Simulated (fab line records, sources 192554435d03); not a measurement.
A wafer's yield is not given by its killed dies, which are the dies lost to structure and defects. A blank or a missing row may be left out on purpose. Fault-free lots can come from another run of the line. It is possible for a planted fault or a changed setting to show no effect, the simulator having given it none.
Comparing a struck lot with a sound one :: flow n5Finfet :: 39 steps out of a route of 1938
Sound: wafers L622.1, L622.3, L622.4. Struck: wafer L616.1 (left out: L616.4, a lot-mate that was not struck); the cause follows at the end.
Order at every step that has rows: each side's tool, ch and its chambers, its first start. Under that, the readings that differ: sound wafers :: struck wafers :: difference of the means :: sigmas: that difference in standard deviations of wafers without a fault.
alike: readings whose means differ by less than 2 such deviations, and words and numbers that are the same on both sides. not compared: withheld readings, readings that some wafer has no value for, bounds like >300 that may hide the same value, and numbers for which the record gives no deviation and whose values overlap.
Wherever a step has rows on one side only, a row that says differs or no value, or a row with sigmas, the two part there. Non-overlapping numbers with no deviation appear without sigmas and do not part them. A reading that every wafer of one side lacks parts them only if that side has two wafers or more.

first, 10 steps without rows for these wafers: N5_DUMMY_GATE_ETCH_23 (etches poly-Si in HBr/Cl2/O2, target depth 41 nm, time 22.3 s); N5_DUMMY_GATE_ETCH_44 (etches poly-Si in HBr/O2, stops on SiO2, target depth 127.5 nm); N5_DUMMY_GATE_ETCH_42 (etches SiO2 in CHF3/O2, target depth 3.5 nm, time 31 s); N5_DUMMY_GATE_STRIP_48 (strips in N2/H2, time 20 s); N5_DUMMY_GATE_PRECLEAN_33 (cleans in dHF, time 10 s); N5_DUMMY_GATE_PRECLEAN_25 (cleans in O3/DIW, time 45 s); N5_DUMMY_GATE_PRECLEAN_51 (cleans in SC2, time 45 s); N5_DUMMY_GATE_SRD_26 (time 30 s); N5_DUMMY_GATE_UV_OZONE_45 (time 120 s); N5_SPACER0_ALD_07 (deposits SiNx, target thk 2 nm).
N5_SPACER0_ALD_00: deposits SiOCN, target thk 3.5 nm, pulse time 3 s, purge time 2 s.
  sound on aldSin-02 ch 0,1,3, day 8 06:28; struck on aldSin-04 ch 0, day 6 18:40
reading: aldCycles
sound: 58 58 58
struck: 70
difference: +12
sigmas: 

reading: precursorPulseHeightRel
sound: 0.999 1.010 0.949
struck: 1.033
difference: +0.047
sigmas: +2

reading: model.SiOCN_of_SPACER0_ALD_00.thkNm (nm)
sound: 3.4 3.4 3.4
struck: 4.2
difference: +0.8
sigmas: 
  alike: heaterPowerW
then, 25 steps without rows for these wafers: N5_SPACER0_ALD_08 (deposits SiNx, target thk 2 nm); N5_SD_EPI_N_COAT_32 (time 60 s, resist thk 350 nm); N5_SD_EPI_N_COAT_33 (time 60 s, resist thk 35 nm); N5_SD_EPI_N_COAT_03 (resist thk 150 nm); N5_SD_EPI_N_EBR_05; N5_SD_EPI_N_SOFTBAKE_04 (time 60 s); N5_SD_EPI_N_EXPOSE_06 (exposes mask SD N BLK, target cd 120 nm); N5_SD_EPI_N_PEB_07 (peb time 60 s); N5_SD_EPI_N_DEVELOP_08 (develop time 30 s); N5_SD_EPI_N_DESCUM_14 (chemistry O2, time 7.9 s); N5_SD_EPI_N_ETCH_34 (etches SiARC in CF4, target depth 45.5 nm, time 75.8 s); N5_SD_EPI_N_ETCH_35 (etches SOC in N2/H2, overetch 108 nm, time 486 s); N5_SD_EPI_N_STRIP_36 (strips in N2/H2); N5_SD_EPI_N_ETCHBACK_44 (etches SiNx in CH3F/O2, stops on SiO2, target depth 14.5 nm); N5_SD_EPI_N_ETCH_45 (etches SiOCN in CH3F/O2, target depth 6 nm); N5_SD_EPI_N_ETCH_16 (etches SiO2 in CHF3/O2, target depth 5 nm); N5_SD_EPI_N_STRIP_47 (strips in CHF3/O2); N5_SD_EPI_N_SD_RECESS_17 (chemistry HBr/Cl2/O2, target depth 41 nm, time 23.7 s, bt time 3 s); N5_SD_EPI_N_STRIP_38 (strips in N2/H2); N5_SD_EPI_N_WET_ETCH_43 (etches SiO2 in dHF, time 14 s, target depth 1.5 nm); N5_SD_EPI_N_STRIP_18 (strips in SPM, time 750 s); N5_SD_EPI_N_SRD_20 (time 30 s); N5_SD_EPI_N_PRECLEAN_48 (cleans in NF3:NH3, afs cycles 2, time 20 s, sublimation time 60 s); N5_SD_EPI_N_VAPOR_ETCH_50 (etches Si in HCl, time 54 s); N5_SD_EPI_N_EPI_21 (deposits Si:P, time 690 s).
N5_SD_EPI_P_PRECLEAN_32: cleans in dHF, time 10 s.
  sound on wetBench-06 ch 4,5,7, day 8 16:28; struck on wetBench-05 ch 0, day 7 04:00
reading: model.SiOCN_of_SPACER0_ALD_00.thkNm (nm)
sound: 3.4 3.4 3.4
struck: 4.2
difference: +0.8
sigmas: 
-- here the record skips 7 days between the struck wafers' starts before and after, leaving off in module SD_EPI_P and picking up in module BEOL_M4 (first step shown: number 1111 of the route) --
N5_BEOL_M4_RC_MEAS_101:
  sound on prober-01 ch 0, day 15 08:10; struck on prober-02 ch 0, day 14 01:43
reading: DIBL_N (mV/V)
sound: 36.8 36.1 37.6
struck: 30.1
difference: -6.7
sigmas: -4

reading: DIBL_P (mV/V)
sound: 37.6 36.8 37.2
struck: 31.2
difference: -6.0
sigmas: -3

reading: IOFF_N (nA/um)
sound: 0.154 0.144 0.186
struck: 0.083
difference: -0.078
sigmas: -3

reading: IOFF_P (nA/um)
sound: 0.215 0.207 0.212
struck: 0.122
difference: -0.089
sigmas: -3

reading: ION_N (uA/um)
sound: 668 670 668
struck: 636
difference: -33
sigmas: -3

reading: ION_P (uA/um)
sound: 459 464 453
struck: 441
difference: -18
sigmas: -2

reading: REXT_N (ohm.um)
sound: 73.6 73.9 71.9
struck: 84.9
difference: +11.8
sigmas: +7

reading: REXT_P (ohm.um)
sound: 99.4 98.8 100.3
struck: 110.5
difference: +11.0
sigmas: +7

reading: SS_N (mV/dec)
sound: 71.5 71.6 72.7
struck: 70.2
difference: -1.7
sigmas: -3

reading: VT_N (mV)
sound: 251 250 248
struck: 260
difference: +10
sigmas: +3

reading: VT_P (mV)
sound: -251 -251 -252
struck: -258
difference: -7
sigmas: -2

reading: VT_P_LVT (mV)
sound: -99.9 -100.7 -100.0
struck: -108.3
difference: -8.1
sigmas: -4
  alike: SS_P
-- record jumps: 5 days separate the struck wafers' starts on either side; left off in module BEOL_M4, taken up again in module PASSIVATION, whose first shown step is the route's number 1936 --
N5_PASSIVATION_PROBE_49:
  record: rows for the struck wafers here (prober-01, day 18 15:39), none for the sound ones

== WHERE THEY PART ==
At N5_SPACER0_ALD_00 first; at N5_PASSIVATION_PROBE_49 last (within this record only).

WHY: what had been put in by the simulator
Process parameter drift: aldSin-04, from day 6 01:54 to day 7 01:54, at N5_SPACER0_ALD_00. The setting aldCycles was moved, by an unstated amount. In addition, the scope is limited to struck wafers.
